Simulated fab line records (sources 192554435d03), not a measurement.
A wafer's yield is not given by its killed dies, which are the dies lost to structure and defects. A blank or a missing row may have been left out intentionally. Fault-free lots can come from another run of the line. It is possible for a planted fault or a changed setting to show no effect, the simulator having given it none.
fab line records    flow n5-finfet
[record] lots = 9  wafers = 25  last-day = 17
route steps=1938 shown SD_EPI_N@278 SD_EPI_P@303 BEOL_M4@1111 PASSIVATION@1936
lots untouched by any fault: they come from a run of this same line in which no faults occurred
start-h: start of the lot's first displayed wafer, in hours after the record's first day    wait-h: time in hours since the lot's previous step    " as in the row above    L1.1+2: a single row standing in for several wafers    - no value present, or no start provided    * or withheld: withheld    < > ~ a bound
route shown NAME@n: names a module that has steps shown in the file, with the first one's number in the route    usual: mean and standard deviation over wafers with no fault    same: alike in all rows    chamber/n: place in a boat    sites: each site's reading    _std_site: their standard deviation    _edge_site: outer sites' mean less inner sites'    radius-mm: how far each site lies from the wafer's centre    mask NAME#n: copy n    behind: the most recent tool/chamber to have shaped the wafer    hold: what put the lot on hold/how long, in hours/how the hold closed    device: names the non-switching transistor (n, p or np)    end of line: tests run on the same wafers once the route is complete    where a step has no rows: the recipe by itself    killed: dies lost to structure and defects at the first sort, not the wafer's yield    map: dies across one wafer; x = killed, . = not, _ = none there
set.NAME: the setting that was run; set.NAME@STEP: the one run at that earlier step    model.NAME: the simulator's own value behind a step, which no gauge read
route steps across a sampled set of lots; one table per step, one row per wafer
services: a tool's chamber out of use, with start hour (start-h, from the record's first day; less than 0 if before it), hours out, and reason
[[steps]]
[step N5_SD_EPI_N_ETCH_45]
[recipe] chemistry = CH3F/O2  target = SiOCN  target-depth-a = 60  mask-material = SOC  ion-energy-ev = 60  bias-w = 29  pressure-mtorr = 15  source-w = 410  Ar_flow_sccm = 150  CH3F_flow_sccm = 30  O2_flow_sccm = 20
[usual] drypump-motor-current-A = 5.6/0.38  oes-product-au = 0.80/0.11  rf-vpp-V = 127.1/0.93  showerhead-plenum-p-Torr = 1.96/0.047  throttle-valve-pct = 23.41/0.21
lot.wafer  tool         chamber  start-h  wait-h  drypump-motor-current-A  oes-product-au  rf-hours-counter-h  rf-vpp-V  showerhead-plenum-p-Torr  throttle-valve-pct
L912.1     rie-diel-03  0        67.77    0.1     5.4                      0.67            229                 126.5     1.96                      23.51
L912.4     "            0        "        "       5.4                      0.67            -                   128.4     1.96                      23.50
L912.5     "            1        "        "       5.5                      0.71            -                   128.0     1.97                      23.85
L913.1     rie-diel-04  2        72.36    0.1     6.1                      0.88            36                  128.0     2.02                      23.04
L913.4     "            1        "        "       5.8                      0.95            12                  126.7     1.96                      23.14
L913.6     "            0        "        "       5.2                      0.84            -                   127.6     1.94                      23.67
L914.4     rie-diel-02  3        80.73    0.1     5.5                      0.70            -                   126.9     1.89                      23.44
L914.5     "            0        "        "       5.6                      0.68            -                   128.2     2.04                      23.52
L914.6     "            2        "        "       5.5                      0.95            -                   127.7     1.96                      23.35
L922.3     rie-diel-02  3        133.36   0.1     5.6                      0.69            248                 126.7     1.88                      23.48
L922.5     "            3        "        "       5.5                      0.68            -                   127.5     1.88                      23.49
L922.6     "            2        "        "       5.5                      0.90            -                   128.0     1.95                      23.37
L926.2     rie-diel-03  2        152.86   0.1     5.7                      0.88            32                  125.6     1.95                      23.29
L926.4     "            2        "        "       5.7                      0.88            -                   127.2     1.95                      23.30
L928.1     rie-diel-03  2        162.33   0.1     5.7                      0.87            38                  128.5     1.94                      23.31
L928.4     "            0        "        "       5.4                      0.94            -                   127.0     1.95                      23.29
L929.3     rie-diel-03  1        170.04   0.1     5.5                      1.00            0                   127.4     1.96                      23.54
L929.5     "            2        "        "       5.7                      0.86            -                   126.6     1.94                      23.30
L929.6     "            3        "        "       5.2                      0.70            -                   126.7     1.90                      23.45
L930.1     rie-diel-02  0        177.66   0.1     5.7                      0.96            8                   127.9     2.04                      23.15
L930.2     "            2        "        "       5.5                      0.86            60                  126.8     1.94                      23.42
L930.3     "            2        "        "       5.5                      0.86            -                   128.0     1.94                      23.40
L931.1     rie-diel-04  0        183.26   0.1     5.1                      0.81            116                 127.0     1.93                      23.71
L931.3     "            3        "        "       6.4                      0.68            241                 128.2     2.05                      23.56
L931.4     "            1        "        "       5.8                      0.88            48                  127.4     1.95                      23.17
[step N5_SD_EPI_P_CD_MEAS_09]
[recipe] target-cd-nm = 240  landing-energy-ev = 500  detector = se-inlens
[usual] cd-nm = 239.2/0.7
lot.wafer  tool       chamber  start-h  wait-h  cd-nm
L912.1     cd-sem-01  0        71.97    -       239.5
L912.4     "          0        "        "       239.2
L912.5     "          0        "        "       238.9
L913.1     cd-sem-03  0        76.06    -       239.4
L913.4     "          0        "        "       239.0
L913.6     "          0        "        "       240.0
L914.4     cd-sem-03  0        84.56    -       240.0
L914.5     "          0        "        "       239.3
L914.6     "          0        "        "       240.2
L922.3     cd-sem-02  0        137.19   -       239.1
L922.5     "          0        "        "       237.8
L922.6     "          0        "        "       241.0
L926.2     cd-sem-03  0        157.48   -       238.5
L926.4     "          0        "        "       238.5
L928.1     cd-sem-02  0        166.16   -       239.7
L928.4     "          0        "        "       239.5
L929.3     cd-sem-02  0        173.91   -       238.9
L929.5     "          0        "        "       239.3
L929.6     "          0        "        "       239.3
L930.1     cd-sem-01  0        182.00   -       238.8
L930.2     "          0        "        "       240.6
L930.3     "          0        "        "       238.6
L931.1     cd-sem-02  0        187.08   -       238.7
L931.3     "          0        "        "       239.3
L931.4     "          0        "        "       239.6
[step N5_SD_EPI_P_OVL_MEAS_10]
[recipe] points-per-wafer = 44
[usual] SD_P_BLK_OVL = 0.3/0.64
[same] points-per-wafer = 44
lot.wafer  tool        chamber  start-h  wait-h  SD_P_BLK_OVL[nm]
L912.1     overlay-02  0        72.00    0.0     0.7
L912.4     "           0        "        "       0.0
L912.5     "           0        "        "       0.4
L913.1     overlay-02  0        76.09    0.0     -0.2
L913.4     "           0        "        "       -0.5
L913.6     "           0        "        "       -0.3
L914.4     overlay-02  0        84.60    0.0     0.3
L914.5     "           0        "        "       0.1
L914.6     "           0        "        "       0.8
L922.3     overlay-01  0        137.22   0.0     0.7
L922.5     "           0        "        "       0.3
L922.6     "           0        "        "       1.0
L926.2     overlay-01  0        157.51   0.0     -0.2
L926.4     "           0        "        "       -0.2
L928.1     overlay-01  0        166.19   0.0     1.0
L928.4     "           0        "        "       0.1
L929.3     overlay-01  0        173.94   0.0     1.3
L929.5     "           0        "        "       0.2
L929.6     "           0        "        "       0.7
L930.1     overlay-02  0        182.03   0.0     0.3
L930.2     "           0        "        "       -1.2
L930.3     "           0        "        "       0.7
L931.1     overlay-02  0        187.11   0.0     -0.5
L931.3     "           0        "        "       -1.0
L931.4     "           0        "        "       0.8
[step N5_SD_EPI_P_ETCH_37]
[recipe] chemistry = N2/H2  target = SOC  overetch-a = 1080  mask-material = SiARC  temp-c = 40  ion-energy-ev = 100  source-w = 3000  bias-w = 133  pressure-mtorr = 20  time-s = 486  n2-flow-sccm = 200  h2-flow-sccm = 200  ends = end-point
[usual] drypump-motor-current-A = 5.8/0.45  oes-product-au = 0.67/0.061  rf-vpp-V = 240.5/1.4  showerhead-plenum-p-Torr = 2.52/0.098  throttle-valve-pct = 24.0/0.31
lot.wafer  tool         chamber  start-h  wait-h  drypump-motor-current-A  oes-product-au  rf-hours-counter-h  rf-vpp-V  showerhead-plenum-p-Torr  throttle-valve-pct
L912.1     rie-diel-06  0        72.15    0.0     5.5                      0.65            208                 239.1     2.40                      24.2
L912.4     "            0        "        "       5.5                      0.65            -                   239.0     2.40                      24.2
L912.5     "            1        "        "       6.2                      0.70            -                   242.4     2.66                      24.2
L913.1     rie-diel-06  1        76.80    0.0     6.2                      0.70            126                 242.1     2.66                      24.2
L913.4     "            2        "        "       5.8                      0.64            202                 238.1     2.42                      24.5
L913.6     "            0        "        "       5.5                      0.65            -                   238.2     2.40                      24.2
L914.4     rie-diel-06  3        85.27    0.0     5.9                      0.83            4                   240.8     2.49                      23.6
L914.5     "            2        "        "       5.7                      0.65            -                   237.9     2.42                      24.5
L914.6     "            1        "        "       6.2                      0.70            -                   242.2     2.66                      24.2
L922.3     rie-diel-01  0        138.04   0.0     6.7                      0.66            200                 242.1     2.53                      23.8
L922.5     "            2        "        "       6.1                      0.66            -                   238.7     2.44                      23.5
L922.6     "            3        "        "       5.9                      0.62            -                   240.5     2.50                      24.1
L926.2     rie-diel-06  1        157.68   0.0     6.2                      0.68            150                 241.7     2.65                      24.2
L926.4     "            0        "        "       5.5                      0.63            237                 238.4     2.39                      24.2
L928.1     rie-diel-01  2        166.60   0.0     6.0                      0.66            147                 239.3     2.44                      23.5
L928.4     "            3        "        "       5.9                      0.60            248                 240.3     2.50                      24.1
L929.3     rie-diel-01  1        174.09   0.0     4.9                      0.63            202                 243.0     2.63                      23.9
L929.5     "            1        "        "       4.9                      0.63            -                   241.6     2.63                      23.9
L929.6     "            2        "        "       6.0                      0.65            -                   239.2     2.44                      23.5
L930.1     rie-diel-06  2        182.18   0.0     5.8                      0.62            236                 240.3     2.41                      24.5
L930.2     "            0        "        "       5.5                      0.63            242                 238.0     2.39                      24.2
L930.3     "            3        "        "       5.9                      0.80            34                  240.6     2.48                      23.6
L931.1     rie-diel-06  2        187.26   0.0     5.8                      0.63            237                 237.9     2.41                      24.6
L931.3     "            3        "        "       5.9                      0.80            36                  239.3     2.48                      23.6
L931.4     "            0        "        "       5.5                      0.63            243                 240.6     2.39                      24.2
[step N5_SD_EPI_P_ETCHBACK_46]
[recipe] chemistry = CH3F/O2  mode = anisotropic-etchback  target = SiNx  target-depth-a = 175  stop-on = SiO2  over-etch-frac = 0.3  ion-energy-ev = 120  pressure-mtorr = 30  source-w = 395  bias-w = 73  Ar_flow_sccm = 150  CH3F_flow_sccm = 30  O2_flow_sccm = 20
[usual] drypump-motor-current-A = 5.8/0.46  oes-product-au = 0.64/0.059  rf-vpp-V = 297/5.9  showerhead-plenum-p-Torr = 1.99/0.073  throttle-valve-pct = 16.53/0.22
lot.wafer  tool         chamber  start-h  wait-h  drypump-motor-current-A  oes-product-au  rf-hours-counter-h  rf-vpp-V  showerhead-plenum-p-Torr  throttle-valve-pct
L912.1     rie-diel-06  0        72.48    0.0     5.4                      0.62            208                 293       1.92                      16.76
L912.4     "            0        "        "       5.4                      0.62            -                   294       1.92                      16.77
L912.5     "            1        "        "       6.2                      0.67            -                   298       2.09                      16.59
L913.1     rie-diel-06  1        77.13    0.0     6.2                      0.66            126                 298       2.09                      16.56
L913.4     "            2        "        "       5.8                      0.61            202                 292       1.89                      16.74
L913.6     "            0        "        "       5.5                      0.63            -                   294       1.92                      16.74
L914.4     rie-diel-06  3        85.60    0.0     5.9                      0.37            4                   304       1.97                      16.14
L914.5     "            2        "        "       5.8                      0.61            -                   295       1.89                      16.74
L914.6     "            1        "        "       6.2                      0.66            -                   297       2.09                      16.56
L922.3     rie-diel-01  0        138.37   0.0     6.7                      0.64            200                 291       1.99                      16.40
L922.5     "            2        "        "       6.0                      0.64            -                   290       1.94                      16.19
L922.6     "            3        "        "       5.9                      0.58            -                   298       1.96                      16.71
L926.2     rie-diel-06  1        158.01   0.0     6.1                      0.64            150                 296       2.08                      16.62
L926.4     "            0        "        "       5.4                      0.60            237                 294       1.91                      16.81
L928.1     rie-diel-01  2        166.92   0.0     6.0                      0.64            147                 287       1.94                      16.21
L928.4     "            3        "        "       5.9                      0.58            248                 297       1.96                      16.73
L929.3     rie-diel-01  1        174.41   0.0     4.9                      0.60            203                 302       2.06                      16.52
L929.5     "            1        "        "       4.9                      0.60            -                   301       2.06                      16.52
L929.6     "            2        "        "       6.0                      0.63            -                   289       1.94                      16.21
L930.1     rie-diel-06  2        182.50   0.0     5.7                      0.60            236                 294       1.88                      16.79
L930.2     "            0        "        "       5.5                      0.60            242                 291       1.90                      16.82
L930.3     "            3        "        "       5.9                      0.77            35                  305       1.96                      16.21
L931.1     rie-diel-06  2        187.59   0.0     5.8                      0.59            237                 293       1.88                      16.79
L931.3     "            3        "        "       5.9                      0.76            36                  304       1.96                      16.23
L931.4     "            0        "        "       5.5                      0.60            243                 294       1.90                      16.83
[step N5_BEOL_M4_RC_MEAS_101]
[usual] DIBL_N = 35.1/1.5  DIBL_P = 35.2/2  IOFF_N = 0.146/0.028  IOFF_P = 0.20/0.036  ION_N = 670/12  ION_P = 462/8.2  SS_N = 71.2/0.63  SS_P = 73.1/0.7  VT_N = 250/3.6  VT_P = -251/3.3
lot.wafer  tool       chamber  start-h  wait-h  DIBL_N[mV/V]  DIBL_P[mV/V]  IOFF_N[nA/um]  IOFF_P[nA/um]  ION_N[uA/um]  ION_P[uA/um]  SS_N[mV/dec]  SS_P[mV/dec]  VT_N[mV]  VT_P[mV]
L912.1     prober-02  0        191.51   0.0     37.9          38.4          0.224          0.29           698           474           71.8          73.8          242       -245
L912.4     "          0        "        "       36.7          36.5          0.184          0.26           659           458           71.6          74.0          247       -246
L912.5     "          0        "        "       37.4          37.5          0.204          0.29           689           469           72.0          73.9          246       -245
L913.1     prober-01  0        191.73   0.1     33.9          32.1          0.117          0.17           671           464           70.1          72.3          253       -250
L913.4     "          0        "        "       36.1          34.9          0.152          0.20           688           466           70.9          73.4          248       -250
L913.6     "          0        "        "       36.2          35.1          0.156          0.21           692           476           71.3          73.6          249       -247
L914.5     prober-02  0        194.74   0.6     36.6          38.4          0.183          0.22           674           467           71.6          74.4          246       -251
L914.6     "          0        "        "       37.0          36.8          0.174          0.18           653           445           72.3          74.1          252       -255
L922.3     prober-01  0        266.73   0.3     34.1          33.7          0.121          0.22           665           469           71.1          72.8          249       -246
L922.5     "          0        "        "       35.3          34.8          0.141          0.23           673           471           72.1          73.8          249       -246
L922.6     "          0        "        "       36.3          36.0          0.159          0.24           676           470           71.7          73.4          249       -247
L926.2     prober-02  0        272.36   0.2     36.0          35.4          0.151          0.20           675           464           71.0          73.1          251       -251
L926.4     "          0        "        "       32.7          31.6          0.103          0.15           652           454           70.4          72.0          256       -256
L928.1     prober-01  0        288.64   0.0     34.3          33.0          0.113          0.16           673           463           70.9          72.8          253       -253
L928.4     "          0        "        "       36.1          35.3          0.139          0.19           674           468           70.2          73.2          251       -253
L929.3     prober-01  0        291.84   0.3     32.4          31.6          0.116          0.19           656           460           70.9          71.7          254       -251
L929.5     "          0        "        "       32.4          31.9          0.120          0.19           666           462           71.7          72.3          252       -249
L929.6     "          0        "        "       35.7          36.2          0.183          0.26           680           475           71.9          73.1          246       -245
L930.1     prober-02  0        294.09   0.0     33.7          32.9          0.123          0.16           668           457           70.8          71.9          251       -253
L930.2     "          0        "        "       33.3          31.6          0.114          0.14           661           455           70.4          72.7          256       -257
L930.3     "          0        "        "       36.7          36.1          0.176          0.21           671           457           71.5          73.8          249       -251
L931.1     prober-01  0        324.03   0.0     33.1          32.6          0.103          0.15           657           456           70.5          71.4          257       -255
L931.3     "          0        "        "       32.8          33.5          0.110          0.17           664           464           70.8          72.8          253       -253
L931.4     "          0        "        "       33.7          33.0          0.116          0.16           670           451           70.2          72.3          253       -255
[step N5_PASSIVATION_PROBE_49]
[usual] defect-limited-yield = 91.4/1.4  killed_at_M0_to_M3 = 32/10  killed_at_M4_up = 13/5.6  killed-at-contacts = 13/6.6  killed-at-front-end = 39/13  killed-at-other = 3.4/2.8  killed-dies = 101/17  killed-on-rim = 14/4.5  killed-open = 66/13  killed-short = 33/7  sort_bin_5_function = 5.0/0.93  sort_bin_6_memory = 3.2/0.65  sort-n-pass = 1078/17  sort-yield-pct = 91.4/1.4
[same] gross-dies = 1180  killed-at-back-side = 0  sort_bin_4_leakage[%] = 0  sort_bin_8_speed[%] = 0
lot.wafer  tool       chamber  start-h  wait-h  defect-limited-yield[%]  killed_at_M0_to_M3  killed_at_M4_up  killed-at-contacts  killed-at-front-end  killed-at-other  killed-dies  killed-on-rim  killed-open  killed-short  sort_bin_5_function[%]  sort_bin_6_memory[%]  sort-n-pass  sort-yield-pct[%]
L914.4     prober-01  -        305.95   0.2     0.1                      19                  13               24                  1112                 11               1179         152            66           38            96.3                    3.4                   1            0.1
L914.5     prober-01  -        306.00   0.2     91.7                     18                  14               15                  49                   2                98           18             61           28            5.3                     2.3                   1082         91.7
L914.6     prober-01  -        306.05   0.3     91.4                     24                  23               26                  27                   1                101          9              69           27            4.4                     3.9                   1079         91.4
L913.1     prober-02  -        306.64   0.0     90.6                     35                  7                12                  53                   4                111          13             70           38            5.7                     3.6                   1069         90.6
L913.4     prober-02  -        306.79   0.2     89.2                     36                  15               13                  60                   3                127          22             92           31            6.3                     3.9                   1053         89.2
L913.6     prober-02  -        306.89   0.3     89.8                     33                  14               14                  56                   3                120          12             79           39            6.4                     3.3                   1060         89.8
// killed by level:class
L914.4 SD_EPI_P:area-etch=1074 MOL_CONTACT_COAG:geometric-particle:open=20 FIN_SAQP:geometric-particle:short=12 FIN_SAQP:geometric-particle:open=8 BEOL_M5:geometric-particle:open=7 DUMMY_GATE:geometric-particle:open=6 BEOL_M0_SAQP:geometric-particle:short=6 MOL_CONTACT_COAG:geometric-particle:short=4
L914.5 MOL_CONTACT_COAG:geometric-particle:open=11 FIN_SAQP:geometric-particle:open=9 GATE_CUT:geometric-particle:short=9 BEOL_M2:geometric-particle:open=7 DUMMY_GATE:geometric-particle:open=6 GATE_CUT:geometric-particle:open=6 HKMG_FIN:area-etch=6 BEOL_M5:geometric-particle:open=4
L914.6 MOL_CONTACT_COAG:geometric-particle:open=22 BEOL_M0_SAQP:geometric-particle:short=7 FIN_SAQP:geometric-particle:open=6 DUMMY_GATE:geometric-particle:open=6 BEOL_M4:geometric-particle:open=6 STI_FIN_REVEAL:geometric-particle:open=4 MOL_CONTACT_COAG:geometric-particle:short=4 BEOL_M0_SAQP:geometric-particle:open=4
L913.1 STI_FIN_REVEAL:geometric-particle:open=13 MOL_CONTACT_COAG:geometric-particle:open=10 BEOL_M0_SAQP:geometric-particle:short=10 BEOL_M0_SAQP:geometric-particle:open=9 FIN_SAQP:geometric-particle:open=8 FIN_SAQP:geometric-particle:short=7 GATE_CUT:geometric-particle:short=7 BEOL_M2:geometric-particle:open=7
L913.4 STI_FIN_REVEAL:geometric-particle:open=16 FIN_SAQP:geometric-particle:open=14 MOL_CONTACT_COAG:geometric-particle:open=11 BEOL_M1:geometric-particle:open=7 BEOL_M4:geometric-particle:open=7 BEOL_M0_SAQP:geometric-particle:open=6 BEOL_M3:geometric-particle:open=6 FIN_SAQP:geometric-particle:short=5
L913.6 STI_FIN_REVEAL:geometric-particle:open=13 FIN_SAQP:geometric-particle:short=12 MOL_CONTACT_COAG:geometric-particle:open=10 FIN_SAQP:geometric-particle:open=9 BEOL_M3:geometric-particle:open=8 BEOL_M0_SAQP:geometric-particle:open=7 GATE_CUT:geometric-particle:open=6 BEOL_M0_SAQP:geometric-particle:short=5
[[services]]
tool         chamber  start-h  hours  kind
rie-diel-03  2        48.95    -      clean
rie-diel-03  2        48.95    -      consumable-replace:focus-ring
rie-diel-03  2        48.95    30.4   scheduled-down
rie-diel-04  2        49.61    3.8    repair
rie-diel-03  1        50.36    9.9    repair
rie-diel-06  3        57.29    -      clean
rie-diel-06  3        57.29    -      consumable-replace:focus-ring
rie-diel-06  3        57.29    15.6   scheduled-down
rie-diel-06  3        57.29    15.6   vent-cycle
rie-diel-04  0        96.31    9.6    repair
rie-diel-06  3        115.07   1.5    repair
rie-diel-02  1        120.80   6.6    repair
rie-diel-02  0        121.77   3.9    repair
rie-diel-04  -        133.18   1.8    repair
rie-diel-03  0        136.09   6.4    repair
rie-diel-04  -        142.48   14.6   pm
rie-diel-06  1        147.10   9.0    repair
rie-diel-04  2        159.86   12.2   repair
rie-diel-01  3        161.06   3.2    repair
rie-diel-06  0        162.19   6.6    repair
rie-diel-01  3        173.24   -      clean
rie-diel-01  3        173.24   -      consumable-replace:focus-ring
rie-diel-01  3        173.24   21.0   scheduled-down
rie-diel-01  3        173.24   21.0   vent-cycle
[[key]]
[first-sign] step = N5_SD_EPI_P_ETCHBACK_46  reading = oes-product-au  direction = down  sigmas = 4.7  usual = 0.64  struck = 0.37
[effect] step = N5_PASSIVATION_PROBE_49  reading = sort_bin_5_function  direction = up  sigmas = 98  usual = 5.0  struck = 96.3
[more-kills-born-at] N5_SD_EPI_P_ETCH_37@rie-diel-06 = 1074
met-at N5_SD_EPI_P_ETCH_37
struck-lots L914
struck-wafers L914.4
later-rows-left-out L914.4
not-acting-at N5_SD_EPI_N_ETCH_45,N5_SD_EPI_P_CD_MEAS_09,N5_SD_EPI_P_OVL_MEAS_10
onset-between 76.80 85.27
[fault] kind = process-parameter-drift  tool = rie-diel-06  chamber = -  onset-h = 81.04  steps = N5_SD_EPI_P_ETCH_37  channel = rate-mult  offset = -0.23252  shape = step  end-h = 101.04  scope = struck-wafers-only
// later-rows-left-out: the simulator's readings of these wafers behind a module that went badly wrong aren't trusted and aren't shown, but for the sort
